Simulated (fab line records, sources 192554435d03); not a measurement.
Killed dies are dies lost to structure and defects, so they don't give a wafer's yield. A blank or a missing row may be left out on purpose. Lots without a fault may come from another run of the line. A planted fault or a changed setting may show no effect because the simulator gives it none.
Chamber matching | flow n5_finfet | N5_MOL_CONTACT_COAG_STRIP_96 on rie_diel-03: 4 sister chambers
The step strips in N2/H2. 14 wafers are shown with their chamber, then 7 later ones without.

WAFERS WITH THEIR CHAMBER
wafer  | chamber | drypump_motor_current_A (A) | throttle_valve_pct (%) | oes_product_au (a.u.)
L075.1 | 3       | 5.3                         | 19.10                  | 0.73
L075.3 | 1       | 5.4                         | 18.58                  | 0.94
L075.6 | 3       | 5.2                         | 19.09                  | 0.73
L074.4 | 3       | 5.2                         | 19.07                  | 0.73
L074.5 | 0       | 5.9                         | 18.69                  | 0.92
L074.6 | 3       | 5.2                         | 19.07                  | 0.72
L077.1 | 3       | 5.3                         | 19.10                  | 0.71
L077.2 | 1       | 5.4                         | 18.60                  | 0.92
L077.6 | 2       | 5.3                         | 18.98                  | 0.69
L087.1 | 0       | 5.9                         | 18.69                  | 0.90
L087.3 | 2       | 5.3                         | 19.02                  | 0.68
L087.5 | 3       | 5.2                         | 19.15                  | 0.70
L091.3 | 3       | 5.2                         | 19.17                  | 0.69
L091.4 | 1       | 5.3                         | 18.65                  | 0.87

SIGNATURES (means of the wafers above)
reading                 | chamber 0 | chamber 1 | chamber 2 | chamber 3 | scatter within a chamber
drypump_motor_current_A | 5.900     | 5.367     | 5.300     | 5.229     | 0.0458
throttle_valve_pct      | 18.6900   | 18.6100   | 19.0000   | 19.1071   | 0.0351
oes_product_au          | 0.9100    | 0.9100    | 0.6850    | 0.7157    | 0.021
Rule: a wafer's distance from a chamber is the root of the sum, over the readings, of the square of ((its reading less the chamber's mean) divided by the reading's scatter). The wafer belongs to the nearest chamber; if the next one is less than 2 further off, it can't be placed. The scatter: the root of (the sum of the squares of (reading less its chamber's mean) over the shown wafers, divided by (wafers less chambers)).

WAFERS WITHOUT THEIR CHAMBER
wafer  | drypump_motor_current_A (A) | throttle_valve_pct (%) | oes_product_au (a.u.)
L091.5 | 5.3                         | 18.62                  | 0.85
L093.1 | 5.3                         | 19.07                  | 0.67
L093.4 | 5.3                         | 19.18                  | 0.68
L093.5 | 5.9                         | 18.72                  | 0.88
L097.2 | 5.2                         | 19.18                  | 0.69
L097.3 | 5.3                         | 18.66                  | 0.83
L097.5 | 5.8                         | 18.74                  | 0.87

WHICH CHAMBER EACH WENT THROUGH
wafer  | from the rows above     | in truth
L091.5 | 1                       | 1
L093.1 | can't be placed: 2 or 3 | 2
L093.4 | 3                       | 3
L093.5 | 0                       | 0
L097.2 | 3                       | 3
L097.3 | 1                       | 1
L097.5 | 0                       | 0
Placed correctly: 6 of 7. Can't be placed from these rows: 1 (the true chamber is among the candidates in 1). Placed wrongly: 0.
